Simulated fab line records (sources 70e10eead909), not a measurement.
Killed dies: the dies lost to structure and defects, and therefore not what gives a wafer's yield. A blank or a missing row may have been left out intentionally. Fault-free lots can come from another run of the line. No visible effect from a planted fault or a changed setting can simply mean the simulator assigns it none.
fab line records + flow nandHarc
record
- lots=14
- wafers=42
- lastDay=34
route steps=1302 shown A_CHANNEL_HOLE_D2@570 THIN_TSV@1268 END@1302
lots that met no fault: from a run of the same line without faults
startH: start of the lot's first displayed wafer, in hours after the record's first day + waitH: time in hours since the lot's previous step + " as in the row above + L1.1+2: a row that stands for several wafers + - value missing, or start not given + * or withheld: withheld + < > ~ a bound
route shown NAME@n: NAME is a module with steps in the file, n the number in the route of the first one + usual: the fault-free wafers' mean and standard deviation + same: alike in all rows + chamber/n: place in a boat + sites: each site's reading + _std_site: standard deviation across them + _edge_site: inner sites' mean taken away from outer sites' mean + radiusMm: how far each site lies from the wafer's centre + mask NAME#n: copy n + behind: the tool/chamber that last shaped the wafer + hold: why the lot was held/for how many hours/how that ended + device: whichever transistor did not switch (one of n, p or np) + end of line: the route-end tests of the same wafers + for a step that has no rows: nothing shown but its recipe + killed: dies that structure and defects cost at the first sort, which is not the same as the wafer's yield + map: per-die view of a wafer (x killed, . not killed, _ where there is no die)
set.NAME: the setting as run; set.NAME@STEP: as run at that earlier step + model.NAME: the simulator's own value behind a step, which no gauge read
steps of the route over a sample of lots; a table a step, a row a wafer
services: from which hour (startH, from the record's first day; less than 0 if before it) a tool's chamber was out of use, for how many hours, and why
## steps
# step NHARC_A_CHANNEL_HOLE_D2_DEP_00
# recipe
- targetThkA=31000
- tempC=400
- material=aC
# usual
- throttleValvePct=35.002/0.0092
| lot.wafer | tool      | chamber | startH | waitH | throttleValvePct |
|-----------|-----------|---------|--------|-------|------------------|
| L656.1    | aclDep-01 | 0       | 295.26 | 0.1   | 34.994           |
| L656.2    | "         | 0       | "      | "     | 35.011           |
| L656.5    | "         | 0       | "      | "     | 34.988           |
| L658.3    | aclDep-02 | 0       | 317.19 | 2.4   | 34.997           |
| L658.4    | "         | 0       | "      | "     | 34.997           |
| L658.5    | "         | 0       | "      | "     | 35.005           |
| L660.1    | aclDep-01 | 0       | 332.70 | 2.8   | 35.001           |
| L660.2    | "         | 0       | "      | "     | 34.984           |
| L660.4    | "         | 0       | "      | "     | 34.997           |
| L659.4    | aclDep-03 | 0       | 337.26 | 1.0   | 35.017           |
| L659.5    | "         | 0       | "      | "     | 35.000           |
| L659.6    | "         | 0       | "      | "     | 35.001           |
| L661.3    | aclDep-03 | 0       | 352.28 | 0.8   | 34.996           |
| L661.4    | "         | 0       | "      | "     | 34.987           |
| L661.6    | "         | 0       | "      | "     | 34.992           |
| L662.1    | aclDep-02 | 0       | 352.41 | 1.0   | 35.007           |
| L662.2    | "         | 0       | "      | "     | 35.015           |
| L662.5    | "         | 0       | "      | "     | 34.987           |
| L663.2    | aclDep-02 | 0       | 364.85 | 0.4   | 34.999           |
| L663.3    | "         | 0       | "      | "     | 34.995           |
| L663.4    | "         | 0       | "      | "     | 35.024           |
| L664.2    | aclDep-02 | 0       | 376.61 | 1.0   | 34.999           |
| L664.3    | "         | 0       | "      | "     | 35.001           |
| L664.6    | "         | 0       | "      | "     | 35.008           |
| L665.1    | aclDep-02 | 0       | 391.57 | 0.1   | 35.017           |
| L665.3    | "         | 0       | "      | "     | 35.007           |
| L665.6    | "         | 0       | "      | "     | 35.003           |
| L673.1    | aclDep-01 | 0       | 465.81 | 0.5   | 35.004           |
| L673.3    | "         | 0       | "      | "     | 34.999           |
| L673.5    | "         | 0       | "      | "     | 34.998           |
| L675.2    | aclDep-03 | 0       | 499.51 | 0.8   | 35.010           |
| L675.3    | "         | 0       | "      | "     | 35.000           |
| L675.4    | "         | 0       | "      | "     | 35.004           |
| L676.4    | aclDep-01 | 0       | 500.65 | 1.7   | 35.011           |
| L676.5    | "         | 0       | "      | "     | 34.994           |
| L676.6    | "         | 0       | "      | "     | 35.007           |
| L677.1    | aclDep-03 | 0       | 501.09 | 1.9   | 35.011           |
| L677.3    | "         | 0       | "      | "     | 34.996           |
| L677.6    | "         | 0       | "      | "     | 34.986           |
| L678.3    | aclDep-01 | 0       | 521.76 | 1.5   | 35.008           |
| L678.4    | "         | 0       | "      | "     | 35.013           |
| L678.5    | "         | 0       | "      | "     | 34.999           |
# step NHARC_THIN_TSV_ETCHBACK_48
# recipe
- targetDepthA=10285
- overEtchFrac=0.3
- timeS=405.17
- ionEnergyEv=250
- c4f8FlowSccm=withheld
- arFlowSccm=withheld
- rfW=600
- biasW=300
- chemistry=C4F8/Ar
# usual
- oesProductAu=0.95/0.034
- rfVppV=546.5/2.5
| lot.wafer | tool       | chamber | startH | waitH | oesProductAu | rfHoursCounterH | rfVppV |
|-----------|------------|---------|--------|-------|--------------|-----------------|--------|
| L656.1    | rieDiel-06 | 1       | 558.85 | -     | 0.92         | 3               | 550.5  |
| L656.2    | "          | 3       | "      | "     | 0.94         | 4               | 546.4  |
| L656.5    | "          | 3       | "      | "     | 0.94         | -               | 547.2  |
| L658.4    | rieDiel-04 | 2       | 596.69 | -     | 0.93         | 3               | 546.0  |
| L658.3    | "          | 0       | "      | "     | 0.93         | 3               | 549.3  |
| L658.5    | "          | 2       | "      | "     | 0.92         | -               | 546.2  |
| L660.4    | rieDiel-06 | 2       | 606.84 | -     | 0.91         | 5               | 541.9  |
| L660.1    | "          | 0       | "      | "     | 0.92         | 7               | 549.9  |
| L660.2    | "          | 1       | "      | "     | 0.91         | 6               | 550.7  |
| L659.4    | rieDiel-04 | 0       | 615.32 | -     | 0.93         | 5               | 549.7  |
| L659.5    | "          | 0       | "      | "     | 0.92         | -               | 548.6  |
| L659.6    | "          | 1       | "      | "     | 0.93         | -               | 550.6  |
| L662.1    | rieDiel-01 | 0       | 620.35 | -     | 0.93         | 2               | 545.5  |
| L662.2    | "          | 3       | "      | "     | 0.91         | 2               | 544.6  |
| L662.5    | "          | 0       | "      | "     | 0.93         | -               | 544.7  |
| L661.4    | rieDiel-04 | 3       | 631.29 | -     | 0.92         | 6               | 542.7  |
| L661.3    | "          | 0       | "      | "     | 0.93         | 7               | 548.8  |
| L661.6    | "          | 1       | "      | "     | 0.93         | -               | 548.9  |
| L663.3    | rieDiel-01 | 2       | 632.46 | -     | 0.92         | 3               | 545.0  |
| L663.2    | "          | 3       | "      | "     | 0.90         | 3               | 545.2  |
| L663.4    | "          | 0       | "      | "     | 0.93         | 3               | 544.6  |
| L673.3    | rieDiel-01 | 0       | 725.24 | -     | 0.94         | 9               | 544.0  |
| L673.1    | "          | 3       | "      | "     | 0.91         | 8               | 544.0  |
| L673.5    | "          | 0       | "      | "     | 0.93         | -               | 544.7  |
| L675.3    | rieDiel-06 | 0       | 749.97 | -     | 0.92         | 4               | 548.5  |
| L675.4    | "          | 1       | "      | "     | 0.92         | 4               | 548.9  |
| L675.2    | "          | 3       | "      | "     | 0.92         | 4               | 546.0  |
| L677.3    | rieDiel-01 | 0       | 751.21 | -     | 1.02         | 0               | 544.5  |
| L677.1    | "          | 2       | "      | "     | 1.00         | 0               | 544.9  |
| L677.6    | "          | 3       | "      | "     | 0.99         | -               | 542.1  |
| L676.4    | rieDiel-01 | 1       | 763.04 | -     | 1.00         | 0               | 549.0  |
| L676.5    | "          | 0       | "      | "     | 1.00         | -               | 544.5  |
| L676.6    | "          | 1       | "      | "     | 0.98         | -               | 548.5  |
| L678.4    | rieDiel-06 | 1       | 789.29 | -     | 0.98         | 6               | 550.1  |
| L678.3    | "          | 2       | "      | "     | 0.96         | 6               | 542.8  |
| L678.5    | "          | 0       | "      | "     | 0.98         | -               | 549.0  |
# step NHARC_THIN_TSV_PVD_19
# recipe
- targetThkA=200
- chamberPressurePa=5
- material=TaN
# usual
- throttleValvePct=30.1/0.86
| lot.wafer | tool          | chamber | startH | waitH | throttleValvePct |
|-----------|---------------|---------|--------|-------|------------------|
| L656.1    | pvdSputter-01 | -       | -      | -     | 30.4             |
| L656.2    | "             | -       | "      | "     | 30.3             |
| L656.5    | "             | -       | "      | "     | 30.6             |
| L658.3    | pvdSputter-01 | -       | -      | -     | 30.4             |
| L658.4    | "             | -       | "      | "     | 30.7             |
| L658.5    | "             | -       | "      | "     | 30.2             |
| L660.2    | pvdSputter-02 | -       | -      | -     | 31.3             |
| L660.1    | "             | -       | "      | "     | 28.4             |
| L660.4    | "             | -       | "      | "     | 29.8             |
| L659.4    | pvdSputter-01 | -       | -      | -     | 30.9             |
| L659.6    | "             | -       | "      | "     | 30.5             |
| L659.5    | "             | -       | "      | "     | 30.7             |
| L662.2    | pvdSputter-02 | -       | -      | -     | 31.3             |
| L662.1    | "             | -       | "      | "     | 27.9             |
| L662.5    | "             | -       | "      | "     | 29.9             |
| L661.3    | pvdSputter-01 | -       | -      | -     | 30.0             |
| L661.4    | "             | -       | "      | "     | 30.8             |
| L661.6    | "             | -       | "      | "     | 29.3             |
| L663.4    | pvdSputter-02 | -       | -      | -     | 31.6             |
| L663.2    | "             | -       | "      | "     | 28.0             |
| L663.3    | "             | -       | "      | "     | 30.8             |
| L673.1    | pvdSputter-02 | -       | -      | -     | 31.3             |
| L673.3    | "             | -       | "      | "     | 29.0             |
| L673.5    | "             | -       | "      | "     | 31.1             |
| L675.2    | pvdSputter-02 | -       | -      | -     | 31.4             |
| L675.4    | "             | -       | "      | "     | 31.5             |
| L675.3    | "             | -       | "      | "     | 29.0             |
| L677.3    | pvdSputter-01 | -       | -      | -     | 29.5             |
| L677.1    | "             | -       | "      | "     | 30.3             |
| L677.6    | "             | -       | "      | "     | 29.4             |
| L676.4    | pvdSputter-03 | -       | -      | -     | 30.3             |
| L676.5    | "             | -       | "      | "     | 29.3             |
| L676.6    | "             | -       | "      | "     | 29.5             |
| L678.3    | pvdSputter-02 | -       | -      | -     | 31.1             |
| L678.4    | "             | -       | "      | "     | 31.6             |
| L678.5    | "             | -       | "      | "     | 29.0             |
# step NHARC_THIN_TSV_CD_MEAS_37
# usual
- cdNm=5000.5/2.5
| lot.wafer | tool     | chamber | startH | waitH | cdNm   |
|-----------|----------|---------|--------|-------|--------|
| L656.1    | cdSem-02 | -       | 564.01 | -     | 5004.4 |
| L656.2    | "        | -       | "      | "     | 5000.4 |
| L656.5    | "        | -       | "      | "     | 5004.8 |
| L658.3    | cdSem-03 | -       | 601.67 | -     | 5000.0 |
| L658.4    | "        | -       | "      | "     | 5001.6 |
| L658.5    | "        | -       | "      | "     | 5002.9 |
| L660.1    | cdSem-01 | -       | 611.83 | -     | 5003.8 |
| L660.2    | "        | -       | "      | "     | 5000.8 |
| L660.4    | "        | -       | "      | "     | 5001.2 |
| L659.4    | cdSem-02 | -       | 620.51 | -     | 5000.4 |
| L659.5    | "        | -       | "      | "     | 5001.8 |
| L659.6    | "        | -       | "      | "     | 5002.1 |
| L662.1    | cdSem-03 | -       | 625.44 | -     | 4998.6 |
| L662.2    | "        | -       | "      | "     | 5001.7 |
| L662.5    | "        | -       | "      | "     | 5004.8 |
| L661.3    | cdSem-02 | -       | 636.20 | -     | 5000.6 |
| L661.4    | "        | -       | "      | "     | 5000.5 |
| L661.6    | "        | -       | "      | "     | 5002.0 |
| L663.2    | cdSem-03 | -       | 637.38 | -     | 5002.1 |
| L663.3    | "        | -       | "      | "     | 5004.0 |
| L663.4    | "        | -       | "      | "     | 5004.9 |
| L673.1    | cdSem-01 | -       | 730.24 | -     | 5002.8 |
| L673.3    | "        | -       | "      | "     | 5000.4 |
| L673.5    | "        | -       | "      | "     | 5001.9 |
| L675.2    | cdSem-02 | -       | 756.31 | -     | 4999.5 |
| L675.3    | "        | -       | "      | "     | 4999.5 |
| L675.4    | "        | -       | "      | "     | 5000.5 |
| L677.1    | cdSem-02 | -       | 756.46 | -     | 5004.0 |
| L677.3    | "        | -       | "      | "     | 4999.9 |
| L677.6    | "        | -       | "      | "     | 4997.5 |
| L676.4    | cdSem-03 | -       | 768.13 | -     | 4998.0 |
| L676.5    | "        | -       | "      | "     | 4999.7 |
| L676.6    | "        | -       | "      | "     | 4996.2 |
| L678.3    | cdSem-03 | -       | 794.39 | -     | 5003.6 |
| L678.4    | "        | -       | "      | "     | 5001.0 |
| L678.5    | "        | -       | "      | "     | 5003.1 |
# step NHARC_END_SORT_01
# recipe
- tempC=25
# usual
- killedAtArray=53/18
- killedAtOther=1.0/1.2
- killedAtPeriphery=3.6/2.4
- killedDies=58/18
- killedOpen=3.4/1.8
- killedShort=2.3/1.5
# same
- grossDies=677
| lot.wafer | tool      | chamber | startH | waitH | killedAtArray | killedAtOther | killedAtPeriphery | killedDies | killedOpen | killedShort |
|-----------|-----------|---------|--------|-------|---------------|---------------|-------------------|------------|------------|-------------|
| L664.2    | prober-02 | 0       | 652.41 | 2.8   | 603           | 1             | 7                 | 611        | 4          | 3           |
| L664.3    | prober-02 | 0       | 653.20 | 3.1   | 613           | 0             | 12                | 625        | 4          | 1           |
| L664.6    | prober-02 | 0       | 655.57 | 4.0   | 599           | 0             | 6                 | 605        | 3          | 0           |
| L665.1    | prober-01 | 0       | 653.92 | 2.5   | 606           | 2             | 3                 | 611        | 2          | 1           |
| L665.3    | prober-01 | 0       | 655.54 | 3.1   | 618           | 3             | 3                 | 624        | 5          | 6           |
| L665.6    | prober-01 | 0       | 657.96 | 4.0   | 588           | 1             | 3                 | 592        | 2          | 2           |
# killed by level:class
L664.2 A_CHANNEL_HOLE_D2:areaDep=555 A_SLIT:chamberFilmFlake=25 A_CHANNEL_HOLE_D2:chamberFilmFlake=14 P_CONTACT:chamberFilmFlake=2 P_M2:chamberFilmFlake=2 A_WL_FILL:chamberFilmFlake=2 A_CONTACT:chamberFilmFlake=2 P_M0:geometricParticle:open=1
L664.3 A_CHANNEL_HOLE_D2:areaDep=574 A_SLIT:chamberFilmFlake=20 P_CONTACT:chamberFilmFlake=8 A_CHANNEL_HOLE_D2:chamberFilmFlake=8 A_CHANNEL_HOLE_D1:chamberFilmFlake=5 P_ZERO_WELL:chamberFilmFlake=2 A_CONTACT:chamberFilmFlake=2 P_STI:geometricParticle:open=1
L665.1 A_CHANNEL_HOLE_D2:areaDep=522 A_CHANNEL_HOLE_D1:chamberFilmFlake=30 A_SLIT:chamberFilmFlake=22 A_CHANNEL_HOLE_D2:chamberFilmFlake=8 A_STAIRCASE:chamberFilmFlake=6 A_CHANNEL_FILL_D1:chamberFilmFlake=5 A_CONTACT:chamberFilmFlake=5 A_WL_FILL:chamberFilmFlake=5
L665.3 A_CHANNEL_HOLE_D2:areaDep=538 A_CHANNEL_HOLE_D1:chamberFilmFlake=22 A_SLIT:chamberFilmFlake=19 A_CHANNEL_HOLE_D2:chamberFilmFlake=11 A_ZERO_WELL:chamberFilmFlake=6 A_STAIRCASE:chamberFilmFlake=6 A_CONTACT:chamberFilmFlake=3 P_STI:chamberFilmFlake=2
L664.6 A_CHANNEL_HOLE_D2:areaDep=559 A_SLIT:chamberFilmFlake=21 A_CHANNEL_HOLE_D2:chamberFilmFlake=8 P_CONTACT:chamberFilmFlake=5 A_CHANNEL_HOLE_D1:chamberFilmFlake=4 A_CHANNEL_FILL_D1:chamberFilmFlake=2 P_CONTACT:geometricParticle:open=1 A_CHANNEL_HOLE_D1:geometricParticle:open=1
L665.6 A_CHANNEL_HOLE_D2:areaDep=499 A_CHANNEL_HOLE_D1:chamberFilmFlake=34 A_SLIT:chamberFilmFlake=21 A_CHANNEL_HOLE_D2:chamberFilmFlake=14 A_STAIRCASE:chamberFilmFlake=4 A_CONTACT:chamberFilmFlake=4 A_CHANNEL_FILL_D1:chamberFilmFlake=3 P_STI:chamberFilmFlake=2
## services
| tool          | chamber | startH | hours | kind   |
|---------------|---------|--------|-------|--------|
| pvdSputter-02 | -       | 282.05 | 10.0  | pm     |
| rieDiel-01    | 0       | 296.60 | 7.8   | repair |
| aclDep-02     | -       | 322.63 | 5.0   | repair |
| aclDep-01     | -       | 373.23 | 13.0  | pm     |
| rieDiel-01    | -       | 380.88 | 9.0   | pm     |
| rieDiel-01    | 1       | 394.79 | 3.4   | repair |
| rieDiel-01    | 0       | 397.28 | 2.8   | repair |
| rieDiel-01    | 1       | 401.10 | 2.8   | repair |
| pvdSputter-01 | -       | 404.04 | 10.0  | pm     |
| aclDep-02     | -       | 425.79 | 13.0  | pm     |
| pvdSputter-02 | -       | 460.05 | 10.0  | pm     |
| rieDiel-01    | -       | 473.28 | 1.2   | repair |
| aclDep-01     | -       | 554.23 | 13.0  | pm     |
| rieDiel-01    | -       | 557.88 | 9.0   | pm     |
| pvdSputter-01 | -       | 582.04 | 10.0  | pm     |
| aclDep-02     | -       | 607.56 | 13.0  | pm     |
| pvdSputter-02 | -       | 638.05 | 10.0  | pm     |
| rieDiel-01    | 3       | 648.52 | 11.2  | repair |
| pvdSputter-01 | -       | 661.44 | 2.3   | repair |
| rieDiel-01    | 2       | 666.40 | 2.9   | repair |
| pvdSputter-02 | -       | 666.66 | 1.3   | repair |
| pvdSputter-01 | -       | 677.00 | 13.4  | repair |
| pvdSputter-02 | -       | 729.17 | 2.0   | repair |
| pvdSputter-02 | -       | 774.60 | 4.9   | repair |
## key
firstSign
- step=NHARC_END_SORT_01
- reading=killedAtArray
- direction=up
- sigmas=31
- usual=53
- struck=604
effect
- step=NHARC_END_SORT_01
- reading=killedDies
- direction=up
- sigmas=30
- usual=58
- struck=611
moreKillsBornAt
- NHARC_A_CHANNEL_HOLE_D2_DEP_00@aclDep-02=3247
metAt NHARC_A_CHANNEL_HOLE_D2_DEP_00
struckLots L664,L665
struckWafers L664.2,L664.3,L664.6,L665.1,L665.3,L665.6
laterRowsLeftOut L664.2,L664.3,L664.6,L665.1,L665.3,L665.6
testerLeftOut L664,L665
notActingAt NHARC_THIN_TSV_ETCHBACK_48,NHARC_THIN_TSV_PVD_19,NHARC_THIN_TSV_CD_MEAS_37
onsetBetween 364.85 376.61
fault
- kind=processParameterDrift
- tool=aclDep-02
- chamber=0
- onsetH=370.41
- steps=NHARC_A_CHANNEL_HOLE_D2_DEP_00
- channel=targetThkA
- offset=*
- shape=step
- endH=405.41
- actsIn=*
- stated=*
# testerLeftOut: of these lots the tester's yield and bins aren't shown, on N5 and GAA mostly nor the transistor test; their killed dies are dies lost to structure and defects alone, not to doping, threshold or leakage, so they don't give the yield
# laterRowsLeftOut: the simulator's readings of these wafers behind a module that went badly wrong aren't trusted and aren't shown, but for the sort
